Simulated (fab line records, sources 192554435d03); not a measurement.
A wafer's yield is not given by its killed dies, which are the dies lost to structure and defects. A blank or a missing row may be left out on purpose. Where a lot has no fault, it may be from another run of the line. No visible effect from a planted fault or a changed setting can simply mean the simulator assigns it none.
The same fault as seen by 2 desks -- flow n5Finfet -- what lay behind the numbers comes last; until then each desk has only its own

== FOR THE TOOL OWNER'S DESK: aldMetal-01 ==
The tool's own readings at N5_BEOL_M8_ALD_77 (deposits TaN, target thk 2 nm, pulse time 2 s, purge time 3 s): means of the sampled wafers that have a number, for each lot that ran on this tool. A lot is out of limits, marked OUT, if its mean lies more than 4 standard deviations from the usual mean; the brackets give that distance.
Columns: A = heaterPowerOuterW at N5_BEOL_M8_ALD_77, usual 232 W; B = heaterPowerW at N5_BEOL_M8_ALD_77, usual 420 W; C = precursorVesselTempC at N5_BEOL_M8_ALD_77, usual 75.01 C
lot,first seen here,A,B,C
L439,day 13 00:56,227,415,74.93
L445,day 14 05:35,207,363,75.08
L448,day 15 04:46,215,375,74.94
This desk found nothing out of limits on any of the 3 lots.

== METROLOGY DESK ==
What the gauges read, lot by lot, whatever tool the lot ran on: means of the sampled wafers that have a number. A lot is out of limits, marked OUT, if its mean lies more than 4 standard deviations from the usual mean; the brackets give that distance.
Columns: A = trenchDepthNm at N5_BEOL_M8_OCD_MEAS_38, usual 93.1 nm; B = cdNm at N5_BEOL_M8_CD_MEAS_35, usual 39.8 nm
lot,first seen here,A,B
L439,day 12 22:02,91.4,39.5
L440,day 13 01:01,93.6,40.2
L445,day 14 04:52,92.2,40.3
L448,day 15 02:55,91.4,39.9
L451,day 15 10:10,93.4,39.5
L453,day 16 08:33,93.3,39.6
This desk found nothing out of limits on any of the 6 lots.

== BROUGHT TOGETHER ==
The tool owner's desk saw nothing out of limits.
Metrology desk: nothing out of limits seen.

== WHAT THE SIMULATOR PUT IN ==
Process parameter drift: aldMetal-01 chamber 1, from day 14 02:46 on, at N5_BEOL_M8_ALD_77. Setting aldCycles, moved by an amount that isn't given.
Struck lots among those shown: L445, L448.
